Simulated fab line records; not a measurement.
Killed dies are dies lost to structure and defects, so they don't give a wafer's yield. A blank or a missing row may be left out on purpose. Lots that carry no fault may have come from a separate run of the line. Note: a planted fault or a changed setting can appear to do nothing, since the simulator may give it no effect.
Comparing a struck lot with a sound one / flow n5-finfet / 29 steps out of a route of 1938
Sound: wafers L542.1, L542.2, L542.4. Struck: wafer L552.4 (left out: L552.1, L552.3 of the same lot, which were not struck); the cause appears at the end.
Per side, at each step with rows, come the tool, then ch with its chambers, and then its first start. Under that, the readings that differ: sound wafers / struck wafers / difference of the means / sigmas: that difference in standard deviations of wafers without a fault.
alike: same words and numbers on both sides, and readings whose means sit less than 2 such deviations apart. not compared: any withheld reading, any reading some wafer has no value for, any bound like >300 that may hide the same value, and any number with overlapping values for which the record gives no deviation.
The two part at a step that has a row with sigmas, a row that says differs or no value, or rows on one side only. Non-overlapping numbers with no deviation appear without sigmas and do not part them. A reading that every wafer of one side lacks parts them only if that side has two wafers or more.

first, 11 steps without rows for these wafers: N5_BEOL_M3_SPUTTER_92 (material Cu, target thk 4.5 nm, time 8.29 s); N5_BEOL_M3_ANNEAL_93 (time 240 s); N5_BEOL_M3_SPUTTER_94 (material Cu, target thk 4.5 nm, time 8.29 s); N5_BEOL_M3_ANNEAL_95 (time 240 s); N5_BEOL_M3_SPUTTER_96 (material Cu, target thk 4.5 nm, time 8.29 s); N5_BEOL_M3_ECD_50 (material Cu, target thk 300 nm); N5_BEOL_M3_ANNEAL_51 (time 90 s); N5_BEOL_M3_CMP_52 (polishes, stops on SiOC, t overpolish 6.8 s, target thk 40 nm); N5_BEOL_M3_PRE_CLEAN_60 (time 15 s); N5_BEOL_M3_CO_CAP_55 (material Co, precursor CCTBA/H2, target thk 2 nm, time 102.1 s); N5_BEOL_M3_PRE_CLEAN_56 (time 15 s).
N5_BEOL_M3_DEP_57: deposits SiCN from 3MS/NH3, target thk 8 nm, time 14 s.
  sound on pecvd-02 ch 1,2, day 7 19:14; struck on pecvd-02 ch 2, day 11 01:26
  alike: chamber-pressure-Torr, showerhead-plenum-p-Torr, showerhead-vpp-V, throttle-valve-pct
N5_BEOL_M3_INSPECT_59: inspects for defects (darkfield).
  struck on defect-inspect-01, day 11 01:32; sound on defect-inspect-02, day 7 19:20
reading=raw-defect-count; sound=72 69 88; struck=691; difference=+615; sigmas=+24
then, 12 steps without rows for these wafers: N5_BEOL_M4_ILD_DEP_00 (deposits SiOC from DEMS/O2, target thk 79 nm, time 15.3 s); N5_BEOL_M4_PECVD_72 (deposits SiO2 from TEOS/O2, target thk 16 nm, time 18 s); N5_BEOL_M4_HM_DEP_02 (deposits TiN, target thk 20 nm); N5_BEOL_M4_COAT_61 (time 60 s, resist thk 60 nm); N5_BEOL_M4_COAT_62 (time 60 s, resist thk 12 nm); N5_BEOL_M4_COAT_73 (time 60 s, resist thk 5 nm); N5_BEOL_M4_COAT_05 (resist thk 30 nm); N5_BEOL_M4_EBR_07; N5_BEOL_M4_SOFTBAKE_06 (time 60 s); N5_BEOL_M4_EXPOSE_08 (exposes mask M4); N5_BEOL_M4_PEB_09 (peb time 60 s); N5_BEOL_M4_DEVELOP_10 (develop time 30 s).
N5_BEOL_M4_INSPECT_13: inspects for defects (brightfield).
  struck on defect-inspect-02, day 11 04:45; sound on defect-inspect-01, day 7 21:16
reading=raw-defect-count; sound=267 323 351; struck=1049; difference=+735; sigmas=+7
then, 1 step without rows for these wafers: N5_BEOL_M4_DESCUM_16 (chemistry O2, time 7 s).
N5_BEOL_M4_RC_MEAS_101:
  sound on prober-02 ch 0, day 9 07:44; struck on prober-02 ch 0, day 11 12:44
  alike: DIBL_N, DIBL_P, IOFF_N, IOFF_P, ION_N, ION_P, SS_N, SS_P, VT_N, VT_P
-- the record jumps here: 4 days lie between the struck wafers' starts before and after (it left off in module BEOL_M4 and takes up again in module PASSIVATION, whose first step shown is number 1936 of the route) --
N5_PASSIVATION_PROBE_49:
  struck on prober-02, day 15 17:31; sound on prober-01, day 13 18:02
reading=defect-limited-yield (%); sound=89.9 93.5 92.7; struck=84.2; difference=-7.8; sigmas=-6
reading=killed_at_M0_to_M3; sound=54 32 44; struck=129; difference=+86; sigmas=+9
reading=killed-at-contacts; sound=13 6 3; struck=21; difference=+14; sigmas=+2
reading=killed-dies; sound=119 77 86; struck=186; difference=+92; sigmas=+6
reading=killed-on-rim; sound=15 6 8; struck=28; difference=+18; sigmas=+4
reading=sort_bin_5_function (%); sound=6.0 4.0 3.6; struck=10.4; difference=+5.9; sigmas=+7
reading=sort-n-pass; sound=1060 1103 1094; struck=994; difference=-92; sigmas=-5
reading=sort-yield-pct (%); sound=89.8 93.5 92.7; struck=84.2; difference=-7.8; sigmas=-6
  alike: killed_at_M4_up, killed-at-front-end, killed-at-other, killed-open, killed-short, sort_bin_6_memory, sort_bin_8_speed

== WHERE THEY PART ==
At N5_BEOL_M3_INSPECT_59 first; at N5_PASSIVATION_PROBE_49 last (within this record only).

WHY: what the simulator had put in
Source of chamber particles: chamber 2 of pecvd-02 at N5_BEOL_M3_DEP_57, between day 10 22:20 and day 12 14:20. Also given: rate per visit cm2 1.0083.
